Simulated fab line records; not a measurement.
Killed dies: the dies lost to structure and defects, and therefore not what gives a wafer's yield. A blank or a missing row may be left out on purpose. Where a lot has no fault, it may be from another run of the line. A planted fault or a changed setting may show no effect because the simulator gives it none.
fab line records	flow n5_finfet	part 1 of 2: steps 1 to 17 of 27
record lots=5	wafers=15	last_day=19
route steps=1938 shown BEOL_M8@1368
lots that met no fault: taken from a fault-free run of the same line
start_h: the number of hours between the record's first day and the start of the first shown wafer of the lot	wait_h: how many hours have passed since the lot's step before this one	" the same as in the row above	L1.1+2: one row covering several wafers at once	- no value, or no start given	* or withheld: withheld	< > ~ a bound
route shown NAME@n: names a module that has steps shown in the file, with the first one's number in the route	usual: mean and standard deviation over wafers with no fault	same: alike in all rows	chamber/n: place in a boat	sites: per-site readings	_std_site: the values' standard deviation	_edge_site: outer sites' mean less inner sites'	radius_mm: for every site, how far away it sits from the centre of the wafer	mask NAME#n: copy n	behind: the most recent tool/chamber to have shaped the wafer	hold: the reason the lot was held/the length of the hold in hours/how it ended	device: the n, p or np transistor that did not switch	end of line: the route-end tests of the same wafers	a step without rows: its recipe alone	killed: dies that structure and defects cost at the first sort, which is not the same as the wafer's yield	map: a wafer's dies, x killed, . not, _ none there
set.NAME: setting as actually run; set.NAME@STEP: the setting as run at that earlier step	model.NAME: the simulator's own value behind a step, which no gauge read
lots at selected steps of the route; one table per step, one row per wafer
services: when a tool's chamber went out of use (start_h, in hours from the record's first day, below 0 if earlier), for how many hours, and the reason
## steps
# step N5_BEOL_M8_DESCUM_33
# recipe chemistry=O2	time_s=7	source_power_w=50	bias_power_w=20	pressure_mtorr=20	rf_frequency_hz=2.712e+07	temp_c=40	resist=CAR-EUV	o2_flow_sccm=225
# usual bias_power_w=20.01/0.063	drypump_motor_current_A=5.7/0.45	oes_product_au=0.81/0.11	rf_vpp_V=243.5/1.3	showerhead_plenum_p_Torr=2.13/0.08	throttle_valve_pct=20.4/0.3
lot.wafer	tool	chamber	start_h	wait_h	bias_power_w	drypump_motor_current_A	oes_product_au	rf_hours_counter_h	rf_vpp_V	showerhead_plenum_p_Torr	throttle_valve_pct
L079.2	rie_diel-02	3	259.68	0.0	20.04	4.9	0.69	244	243.0	2.04	20.4
L079.3	"	2	"	"	19.97	6.4	0.79	96	244.8	2.22	20.5
L079.6	"	3	"	"	20.07	4.9	0.70	-	242.2	2.04	20.4
L082.1	rie_diel-05	1	278.95	0.0	19.96	6.5	0.95	8	244.3	2.22	20.3
L082.2	"	0	"	"	19.95	5.6	0.67	242	243.8	2.07	20.9
L082.4	"	2	"	"	19.99	5.5	0.71	236	241.9	2.17	20.5
L084.2	rie_diel-05	3	299.12	0.2	19.88	6.1	0.71	208	242.6	2.06	20.5
L084.3	"	0	"	"	19.99	5.6	0.66	249	242.7	2.07	21.0
L084.6	"	1	"	"	20.07	6.5	0.93	-	244.7	2.21	20.3
L087.1	rie_diel-02	1	310.01	0.1	19.93	5.8	0.68	249	243.3	2.15	20.7
L087.2	"	3	"	"	20.04	4.9	1.00	2	242.6	2.04	19.9
L087.3	"	2	"	"	20.02	6.4	0.78	116	244.8	2.21	20.5
L097.1	rie_diel-04	0	372.86	0.0	20.01	5.6	0.74	152	241.5	2.01	20.2
L097.2	"	1	"	"	19.93	5.3	0.91	19	245.2	2.16	20.7
L097.6	"	3	"	"	20.07	5.7	0.90	-	242.0	2.14	20.7
# step N5_BEOL_M8_ETCH_72
# recipe chemistry=N2/H2	target=underlayer	target_depth_a=65	mask_material=CAR-EUV	time_s=5.2	ion_energy_ev=200	pressure_mtorr=30	source_w=840	bias_w=150	n2_flow_sccm=200	h2_flow_sccm=200	ends=cleared
# usual drypump_motor_current_A=5.7/0.45	etch_rf_on_time_s=5.24/0.16	oes_product_au=0.68/0.093	rf_vpp_V=524.7/2.9	showerhead_plenum_p_Torr=2.58/0.088	throttle_valve_pct=17.86/0.28
lot.wafer	tool	chamber	start_h	wait_h	drypump_motor_current_A	etch_rf_on_time_s	oes_product_au	rf_hours_counter_h	rf_vpp_V	showerhead_plenum_p_Torr	throttle_valve_pct
L079.2	rie_diel-02	3	259.72	0.0	4.9	5.10	0.60	244	522.2	2.52	18.03
L079.3	"	2	"	"	6.4	5.04	0.69	96	531.0	2.69	17.86
L079.6	"	3	"	"	4.9	4.99	0.60	-	521.7	2.52	18.03
L082.1	rie_diel-05	1	278.98	0.0	6.5	5.07	0.80	8	525.6	2.70	17.70
L082.2	"	0	"	"	5.6	5.45	0.57	242	522.8	2.52	18.36
L082.4	"	2	"	"	5.5	5.19	0.60	236	524.5	2.63	17.91
L084.2	rie_diel-05	3	299.15	0.0	6.1	5.32	0.60	208	521.4	2.51	17.97
L084.3	"	0	"	"	5.6	5.50	0.57	249	522.7	2.52	18.36
L084.6	"	1	"	"	6.5	5.01	0.79	-	528.1	2.69	17.75
L087.1	rie_diel-02	1	310.05	0.0	5.8	5.55	0.57	249	525.0	2.62	18.21
L087.2	"	3	"	"	4.9	5.04	0.85	2	521.7	2.51	17.57
L087.3	"	2	"	"	6.4	5.09	0.67	116	523.8	2.68	17.88
L097.1	rie_diel-04	0	372.89	0.0	5.6	5.29	0.62	152	518.6	2.42	17.44
L097.2	"	1	"	"	5.3	5.41	0.75	19	525.2	2.60	17.96
L097.6	"	3	"	"	5.7	5.18	0.76	-	526.6	2.61	18.10
# step N5_BEOL_M8_ETCH_65
# recipe chemistry=CF4	target=SiARC	target_depth_a=156	mask_material=CAR-EUV	time_s=26	ion_energy_ev=80	pressure_mtorr=40	source_w=545	bias_w=36	Ar_flow_sccm=100	cf4_flow_sccm=100	ends=cleared
# usual drypump_motor_current_A=5.7/0.45	etch_rf_on_time_s=26.3/0.81	oes_product_au=0.69/0.093	rf_vpp_V=184.5/1.2	showerhead_plenum_p_Torr=2.17/0.073	throttle_valve_pct=15.60/0.28
lot.wafer	tool	chamber	start_h	wait_h	drypump_motor_current_A	etch_rf_on_time_s	oes_product_au	rf_hours_counter_h	rf_vpp_V	showerhead_plenum_p_Torr	throttle_valve_pct
L079.2	rie_diel-02	3	259.73	0.0	4.9	25.3	0.59	244	184.2	2.11	15.76
L079.3	"	2	"	"	6.4	25.3	0.69	96	186.7	2.25	15.57
L079.6	"	3	"	"	4.9	25.3	0.59	-	184.7	2.11	15.76
L082.1	rie_diel-05	1	279.00	0.0	6.5	25.6	0.81	8	184.7	2.28	15.42
L082.2	"	0	"	"	5.6	27.6	0.57	242	185.0	2.11	16.08
L082.4	"	2	"	"	5.5	26.0	0.60	236	184.9	2.19	15.56
L084.2	rie_diel-05	3	299.17	0.0	6.1	26.4	0.61	208	184.6	2.12	15.82
L084.3	"	0	"	"	5.6	27.5	0.57	249	183.3	2.11	16.09
L084.6	"	1	"	"	6.5	25.4	0.79	-	186.5	2.27	15.44
L087.1	rie_diel-02	1	310.06	0.0	5.8	27.4	0.57	249	184.8	2.18	15.89
L087.2	"	3	"	"	4.9	24.8	0.85	2	184.5	2.11	15.28
L087.3	"	2	"	"	6.4	25.3	0.68	116	185.4	2.25	15.62
L097.1	rie_diel-04	0	372.91	0.0	5.6	26.3	0.62	152	182.4	2.06	15.45
L097.2	"	1	"	"	5.3	27.2	0.75	19	184.9	2.20	15.72
L097.6	"	3	"	"	5.7	26.0	0.76	-	183.9	2.18	15.69
# step N5_BEOL_M8_ETCH_66
# recipe chemistry=N2/H2	target=SOC	target_depth_a=800	overetch_a=160	mask_material=SiARC	temp_c=40	time_s=120	ion_energy_ev=200	pressure_mtorr=30	source_w=840	bias_w=150	n2_flow_sccm=200	h2_flow_sccm=200
# usual drypump_motor_current_A=5.7/0.45	oes_product_au=0.62/0.077	rf_vpp_V=524.9/2.5	showerhead_plenum_p_Torr=2.58/0.088	throttle_valve_pct=17.82/0.28
lot.wafer	tool	chamber	start_h	wait_h	drypump_motor_current_A	oes_product_au	rf_hours_counter_h	rf_vpp_V	showerhead_plenum_p_Torr	throttle_valve_pct
L079.2	rie_diel-02	3	259.76	0.0	4.9	0.52	244	523.6	2.52	18.00
L079.3	"	2	"	"	6.4	0.61	96	527.1	2.69	17.81
L079.6	"	3	"	"	4.9	0.52	-	521.9	2.52	18.01
L082.1	rie_diel-05	1	279.03	0.0	6.5	0.71	8	528.8	2.70	17.69
L082.2	"	0	"	"	5.6	0.53	242	523.5	2.52	18.34
L082.4	"	2	"	"	5.5	0.54	236	525.7	2.63	17.89
L084.2	rie_diel-05	3	299.20	0.0	6.1	0.55	208	522.8	2.51	17.90
L084.3	"	0	"	"	5.6	0.53	249	522.7	2.52	18.34
L084.6	"	1	"	"	6.5	0.70	-	527.2	2.69	17.68
L087.1	rie_diel-02	1	310.09	0.0	5.8	0.52	249	525.0	2.62	18.16
L087.2	"	3	"	"	4.9	0.75	2	522.6	2.51	17.55
L087.3	"	2	"	"	6.4	0.60	116	526.6	2.68	17.84
L097.1	rie_diel-04	0	372.94	0.0	5.6	0.56	152	520.4	2.42	17.41
L097.2	"	1	"	"	5.3	0.70	19	523.8	2.60	17.93
L097.6	"	3	"	"	5.8	0.69	-	525.1	2.61	18.08
# step N5_BEOL_M8_STRIP_69
# recipe chemistry=N2/H2	temp_c=40	n2_flow_sccm=200	h2_flow_sccm=200	rf_frequency_hz=6e+07
lot.wafer	tool	chamber	start_h	wait_h
L079.2+3+6	rie_diel-02	3,2,3	259.84	0.0
L082.1+2+4	rie_diel-05	1,0,2	279.11	0.0
L084.2+3+6	rie_diel-05	3,0,1	299.28	0.0
L087.1+2+3	rie_diel-02	1,3,2	310.17	0.0
L097.1+2+6	rie_diel-04	0,1,3	373.02	0.0
# step N5_BEOL_M8_STRIP_73
# recipe chemistry=N2/H2	temp_c=40	n2_flow_sccm=200	h2_flow_sccm=200	rf_frequency_hz=6e+07
lot.wafer	tool	chamber	start_h	wait_h
L079.2+3+6	rie_diel-02	3,2,3	259.85	0.0
L082.1+2+4	rie_diel-05	1,0,2	279.12	0.0
L084.2+3+6	rie_diel-05	3,0,1	299.29	0.0
L087.1+2+3	rie_diel-02	1,3,2	310.18	0.0
L097.1+2+6	rie_diel-04	0,1,3	373.03	0.0
# step N5_BEOL_M8_VIA_ETCH_34
# recipe chemistry=C4F6/O2	target=SiCOH_lowk	target_depth_a=1255	mask_material=SOC	taper_deg=4	time_s=50.5	ion_energy_ev=250	pressure_mtorr=30	source_w=345	bias_w=185	Ar_flow_sccm=300	C4F6_flow_sccm=10	O2_flow_sccm=10
# usual drypump_motor_current_A=5.7/0.45	oes_product_au=0.80/0.11	rf_vpp_V=673/11	showerhead_plenum_p_Torr=2.89/0.1	throttle_valve_pct=20.88/0.28
lot.wafer	tool	chamber	start_h	wait_h	drypump_motor_current_A	oes_product_au	rf_hours_counter_h	rf_vpp_V	showerhead_plenum_p_Torr	throttle_valve_pct
L079.2	rie_diel-02	3	259.86	0.0	4.9	0.69	244	684	2.78	20.84
L079.3	"	2	"	"	6.4	0.81	96	684	2.99	20.89
L079.6	"	3	"	"	4.9	0.70	-	684	2.78	20.84
L082.1	rie_diel-05	1	279.13	0.0	6.5	0.95	8	680	3.04	20.90
L082.2	"	0	"	"	5.6	0.67	242	687	2.80	21.33
L082.4	"	2	"	"	5.5	0.70	236	670	2.90	20.70
L084.2	rie_diel-05	3	299.30	0.0	6.1	0.71	208	668	2.82	21.04
L084.3	"	0	"	"	5.6	0.67	249	685	2.80	21.34
L084.6	"	1	"	"	6.5	0.93	-	679	3.04	20.91
L087.1	rie_diel-02	1	310.19	0.0	5.8	0.67	249	664	2.90	21.09
L087.2	"	3	"	"	4.9	1.00	2	684	2.78	20.44
L087.3	"	2	"	"	6.4	0.79	116	682	2.98	20.92
L097.1	rie_diel-04	0	373.04	0.0	5.6	0.73	153	645	2.72	20.59
L097.2	"	1	"	"	5.3	0.88	19	670	2.93	21.17
L097.6	"	3	"	"	5.7	0.89	-	668	2.91	21.11
# step N5_BEOL_M8_STRIP_76
# recipe chemistry=C4F6/O2	resist=SiARC	rf_frequency_hz=6e+07
lot.wafer	tool	chamber	start_h	wait_h
L079.2+3+6	rie_diel-02	3,2,3	259.91	0.0
L082.1+2+4	rie_diel-05	1,0,2	279.17	0.0
L084.2+3+6	rie_diel-05	3,0,1	299.34	0.0
L087.1+2+3	rie_diel-02	1,3,2	310.23	0.0
L097.1+2+6	rie_diel-04	0,1,3	373.08	0.0
# step N5_BEOL_M8_STRIP_36
# recipe chemistry=N2/H2	power_w=450	temp_c=40	pressure_mtorr=20	rf_frequency_hz=6e+07	overash_fraction=0.3	bias_power_w=7	h2_frac=0.5	n2_flow_sccm=200	h2_flow_sccm=200
# usual bias_power_w=7.004/0.023	drypump_motor_current_A=5.7/0.45	oes_product_au=0.81/0.11	rf_vpp_V=59.2/1.6	showerhead_plenum_p_Torr=2.58/0.088	throttle_valve_pct=23.66/0.29
lot.wafer	tool	chamber	start_h	wait_h	bias_power_w	drypump_motor_current_A	oes_product_au	rf_hours_counter_h	rf_vpp_V	showerhead_plenum_p_Torr	throttle_valve_pct
L079.2	rie_diel-02	3	259.92	0.0	7.000	4.9	0.70	244	58.0	2.51	23.75
L079.3	"	2	"	"	6.971	6.4	0.78	96	60.7	2.68	23.65
L079.6	"	3	"	"	7.003	4.9	0.69	-	58.7	2.51	23.79
L082.1	rie_diel-05	1	279.18	0.0	7.017	6.5	0.95	8	61.6	2.69	23.70
L082.2	"	0	"	"	7.023	5.6	0.66	242	58.3	2.52	24.13
L082.4	"	2	"	"	7.016	5.5	0.70	236	59.1	2.62	23.80
L084.2	rie_diel-05	3	299.35	0.0	7.007	6.1	0.72	208	58.5	2.50	23.61
L084.3	"	0	"	"	7.020	5.6	0.67	249	59.9	2.52	24.15
L084.6	"	1	"	"	7.038	6.5	0.93	-	57.6	2.69	23.69
L087.1	rie_diel-02	1	310.24	0.0	7.001	5.8	0.68	249	60.5	2.62	23.91
L087.2	"	3	"	"	7.017	4.9	0.99	2	56.6	2.51	23.35
L087.3	"	2	"	"	7.002	6.4	0.78	116	60.6	2.67	23.68
L097.1	rie_diel-04	0	373.09	0.0	6.987	5.6	0.72	153	59.2	2.41	23.11
L097.2	"	1	"	"	7.018	5.3	0.89	19	60.6	2.60	23.89
L097.6	"	3	"	"	7.025	5.8	0.89	-	58.5	2.61	24.05
# step N5_BEOL_M8_TRENCH_ETCH_37
# recipe chemistry=C4F6/O2	target_depth_a=934.78	target=SiCOH_lowk	time_s=31.2	ion_energy_ev=250	pressure_mtorr=30	source_w=345	bias_w=185	Ar_flow_sccm=300	C4F6_flow_sccm=10	O2_flow_sccm=10
# usual drypump_motor_current_A=5.7/0.45	oes_product_au=0.80/0.11	rf_vpp_V=673/11	showerhead_plenum_p_Torr=2.89/0.1	throttle_valve_pct=20.91/0.28
lot.wafer	tool	chamber	start_h	wait_h	drypump_motor_current_A	oes_product_au	rf_hours_counter_h	rf_vpp_V	showerhead_plenum_p_Torr	throttle_valve_pct
L079.2	rie_diel-02	3	-	-	4.9	0.69	244	683	2.78	20.89
L079.3	"	2	"	"	6.4	0.81	96	683	2.99	20.92
L079.6	"	3	"	"	4.9	0.69	-	685	2.78	20.87
L082.1	rie_diel-05	1	-	-	6.5	0.95	8	680	3.04	20.94
L082.2	"	0	"	"	5.6	0.67	242	685	2.80	21.36
L082.4	"	2	"	"	5.5	0.71	236	670	2.90	20.74
L084.2	rie_diel-05	3	-	-	6.1	0.71	208	668	2.82	21.09
L084.3	"	0	"	"	5.6	0.66	249	687	2.80	21.38
L084.6	"	1	"	"	6.5	0.94	-	678	3.04	20.96
L087.1	rie_diel-02	1	-	-	5.8	0.66	249	662	2.90	21.12
L087.2	"	3	"	"	4.9	0.99	2	684	2.78	20.47
L087.3	"	2	"	"	6.4	0.78	116	682	2.98	20.93
L097.1	rie_diel-04	0	-	-	5.6	0.73	153	643	2.72	20.60
L097.2	"	1	"	"	5.3	0.89	19	670	2.93	21.19
L097.6	"	3	"	"	5.7	0.90	-	668	2.91	21.15
# step N5_BEOL_M8_ETCH_41
# recipe chemistry=CH3F/O2	target=SiCN	target_depth_a=319	taper_deg=2	time_s=57.8	ion_energy_ev=120	mask_material=TiN	pressure_mtorr=30	source_w=395	bias_w=75	Ar_flow_sccm=150	CH3F_flow_sccm=30	O2_flow_sccm=20
# usual drypump_motor_current_A=5.7/0.45	oes_product_au=0.80/0.11	rf_vpp_V=297.8/1.6	showerhead_plenum_p_Torr=2.03/0.076	throttle_valve_pct=16.30/0.28
lot.wafer	tool	chamber	start_h	wait_h	drypump_motor_current_A	oes_product_au	rf_hours_counter_h	rf_vpp_V	showerhead_plenum_p_Torr	throttle_valve_pct
L079.2	rie_diel-02	3	-	-	4.9	0.69	244	295.6	1.95	16.38
L079.3	"	2	"	"	6.4	0.81	96	299.3	2.11	16.28
L079.6	"	3	"	"	4.9	0.70	-	295.7	1.95	16.38
L082.1	rie_diel-05	1	-	-	6.5	0.94	8	299.5	2.14	16.22
L082.2	"	0	"	"	5.6	0.67	242	297.1	1.97	16.78
L082.4	"	2	"	"	5.5	0.70	236	298.0	2.04	16.23
L084.2	rie_diel-05	3	-	-	6.1	0.71	208	297.6	1.98	16.51
L084.3	"	0	"	"	5.6	0.66	249	296.4	1.97	16.81
L084.6	"	1	"	"	6.5	0.93	-	300.6	2.14	16.22
L087.1	rie_diel-02	1	-	-	5.8	0.67	249	298.0	2.04	16.58
L087.2	"	3	"	"	4.9	1.00	2	297.1	1.95	15.89
L087.3	"	2	"	"	6.4	0.79	116	298.3	2.10	16.32
L097.1	rie_diel-04	0	-	-	5.6	0.72	153	295.7	1.91	16.08
L097.2	"	1	"	"	5.3	0.89	19	297.9	2.06	16.47
L097.6	"	3	"	"	5.7	0.90	-	298.9	2.04	16.43
# step N5_BEOL_M8_STRIP_80
# recipe chemistry=N2/H2	time_s=10	power_w=450	temp_c=40	pressure_mtorr=20	rf_frequency_hz=6e+07	bias_power_w=7	n2_flow_sccm=200	h2_flow_sccm=200
# usual bias_power_w=7.000/0.019	drypump_motor_current_A=5.7/0.45	oes_product_au=0.81/0.11	rf_vpp_V=59.2/0.93	showerhead_plenum_p_Torr=2.58/0.088	throttle_valve_pct=23.66/0.29
lot.wafer	tool	chamber	start_h	wait_h	bias_power_w	drypump_motor_current_A	oes_product_au	rf_hours_counter_h	rf_vpp_V	showerhead_plenum_p_Torr	throttle_valve_pct
L079.2	rie_diel-02	3	-	-	7.004	4.9	0.70	244	60.8	2.51	23.74
L079.3	"	2	"	"	7.017	6.4	0.79	96	59.0	2.68	23.66
L079.6	"	3	"	"	6.992	4.9	0.69	-	59.0	2.51	23.75
L082.1	rie_diel-05	1	-	-	6.959	6.5	0.95	8	60.8	2.69	23.68
L082.2	"	0	"	"	7.048	5.6	0.67	242	59.0	2.52	24.12
L082.4	"	2	"	"	6.981	5.6	0.70	236	59.2	2.62	23.79
L084.2	rie_diel-05	3	-	-	6.975	6.1	0.71	208	60.1	2.50	23.60
L084.3	"	0	"	"	7.015	5.6	0.67	249	59.4	2.52	24.13
L084.6	"	1	"	"	6.987	6.5	0.93	-	59.4	2.69	23.71
L087.1	rie_diel-02	1	-	-	6.996	5.8	0.67	249	59.7	2.61	23.92
L087.2	"	3	"	"	6.987	4.9	1.00	3	58.8	2.51	23.34
L087.3	"	2	"	"	6.987	6.4	0.78	116	58.7	2.67	23.68
L097.1	rie_diel-04	0	-	-	7.023	5.6	0.74	153	60.8	2.41	23.11
L097.2	"	1	"	"	6.983	5.3	0.90	19	57.9	2.60	23.89
L097.6	"	3	"	"	7.015	5.7	0.90	-	60.2	2.61	24.05
# step N5_BEOL_M8_OCD_MEAS_38
# usual trench_depth_nm=92.9/2.6
lot.wafer	tool	chamber	start_h	wait_h	trench_depth_nm
L079.2	ocd-02	-	260.11	-	95.9
L079.3	"	-	"	"	95.5
L079.6	"	-	"	"	94.7
L082.1	ocd-01	-	279.38	-	96.8
L082.2	"	-	"	"	89.0
L082.4	"	-	"	"	93.3
L084.2	ocd-02	-	299.55	-	92.0
L084.3	"	-	"	"	88.9
L084.6	"	-	"	"	97.0
L087.1	ocd-02	-	310.44	-	88.0
L087.2	"	-	"	"	96.0
L087.3	"	-	"	"	94.0
L097.1	ocd-02	-	373.29	-	93.1
L097.2	"	-	"	"	90.4
L097.6	"	-	"	"	93.8
# step N5_BEOL_M8_HM_STRIP_39
# recipe chemistry=peroxide_tin_strip	material=TiN	target_depth_a=250	temp_c=50	time_s=158
lot.wafer	tool	chamber	start_h	wait_h
L079.2+3+6	wet_bench-02	7,0,6	260.15	0.0
L082.1+2+4	wet_bench-02	0,3,6	279.41	0.0
L084.2+3+6	wet_bench-02	6,0,7	299.58	0.0
L087.1+2+3	wet_bench-05	4,0,5	310.47	0.0
L097.1+2+6	wet_bench-06	0,4,5	373.32	0.0
# step N5_BEOL_M8_SRD_40
# recipe time_s=30	temp_c=23	rinse_liquid=diw	dry=ipa_marangoni
lot.wafer	tool	chamber	start_h	wait_h
L079.2+3+6	wet_bench-02	7,0,6	260.19	0.0
L082.1+2+4	wet_bench-02	0,3,6	279.46	0.0
L084.2+3+6	wet_bench-02	6,0,7	299.62	0.0
L087.1+2+3	wet_bench-05	4,0,5	310.52	0.0
L097.1+2+6	wet_bench-06	0,4,5	373.37	0.0
# step N5_BEOL_M8_PRECLEAN_42
# recipe chemistry=residue_remover	time_s=60	temp_c=40
lot.wafer	tool	chamber	start_h	wait_h
L079.2+3+6	wet_bench-02	7,0,6	260.21	0.0
L082.1+2+4	wet_bench-02	0,3,6	279.47	0.0
L084.2+3+6	wet_bench-02	6,0,7	299.64	0.0
L087.1+2+3	wet_bench-05	4,0,5	310.54	0.0
L097.1+2+6	wet_bench-06	0,4,5	373.39	0.0
# step N5_BEOL_M8_SRD_43
# recipe time_s=30	temp_c=23	rinse_liquid=diw	dry=ipa_marangoni
lot.wafer	tool	chamber	start_h	wait_h
L079.2+3+6	wet_bench-02	7,0,6	260.23	0.0
L082.1+2+4	wet_bench-02	0,3,6	279.49	0.0
L084.2+3+6	wet_bench-02	6,0,7	299.66	0.0
L087.1+2+3	wet_bench-05	4,0,5	310.55	0.0
L097.1+2+6	wet_bench-06	0,4,5	373.41	0.0
